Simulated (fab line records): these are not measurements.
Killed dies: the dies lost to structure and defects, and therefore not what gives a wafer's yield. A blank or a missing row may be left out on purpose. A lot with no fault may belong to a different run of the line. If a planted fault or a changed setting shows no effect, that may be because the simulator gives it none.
Chamber matching    flow n5 finfet    rie diel-01 running N5_GATE_CUT_ETCH_37: 4 sister chambers
The step etches SOC in N2/H2, target depth 60 nm, overetch 12 nm, time 90 s. 18 wafers are shown with their chamber, then 9 later ones without.

## WAFERS PAIRED WITH THEIR CHAMBERS
wafer   chamber  drypump motor current A (A)  showerhead plenum p Torr (Torr)  rf vpp V (V)
L074.1  0        5.8                          2.59                             525.7
L074.4  2        5.7                          2.66                             526.7
L074.6  2        5.7                          2.65                             527.5
L079.3  1        5.9                          2.68                             528.2
L079.4  2        5.7                          2.65                             526.2
L079.5  2        5.7                          2.65                             526.6
L080.2  0        5.8                          2.59                             525.8
L080.3  1        5.9                          2.68                             529.5
L080.6  1        5.9                          2.68                             528.9
L087.2  0        5.8                          2.58                             525.7
L087.4  3        6.3                          2.52                             523.3
L087.5  3        6.3                          2.52                             524.7
L088.3  3        6.3                          2.52                             523.5
L088.4  0        5.8                          2.58                             526.8
L088.5  3        6.4                          2.52                             524.2
L090.1  3        6.3                          2.52                             523.0
L090.4  1        5.9                          2.68                             528.2
L090.5  2        5.7                          2.64                             526.7

SIGNATURES (means of the wafers above)
reading                   chamber 0  chamber 1  chamber 2  chamber 3  scatter within a chamber
drypump motor current A   5.800      5.900      5.700      6.320      0.0239
showerhead plenum p Torr  2.5850     2.6800     2.6500     2.5200     0.00463
rf vpp V                  526.000    528.700    526.740    523.740    0.589
Rule: a wafer lies at a distance from a chamber equal to the root of the sum of squares, over the readings, of (its reading less the chamber's mean, divided by the reading's scatter). If the next closest chamber is less than 2 further off than the closest, the wafer can't be placed; otherwise it belongs to the closest. The scatter is the square root of a quotient: the sum, over the shown wafers, of each reading's squared deviation from its chamber's mean, divided by wafers minus chambers.

## WAFERS MISSING THEIR CHAMBER
wafer   drypump motor current A (A)  showerhead plenum p Torr (Torr)  rf vpp V (V)
L094.1  5.9                          2.67                             528.6
L094.4  5.7                          2.64                             525.5
L094.5  5.7                          2.64                             526.0
L095.1  5.7                          2.64                             526.7
L095.4  5.9                          2.67                             528.2
L095.6  5.7                          2.64                             526.7
L096.3  5.8                          2.58                             523.7
L096.5  5.7                          2.64                             525.7
L096.6  6.3                          2.52                             523.3

## CHAMBER TAKEN BY EACH
wafer   from the rows above  in truth
L094.1  1                    1
L094.4  2                    2
L094.5  2                    2
L095.1  2                    2
L095.4  1                    1
L095.6  2                    2
L096.3  0                    0
L096.5  2                    2
L096.6  3                    3
Correctly placed: 9 of 9. From these rows, 0 cannot be placed. 0 placed wrongly.
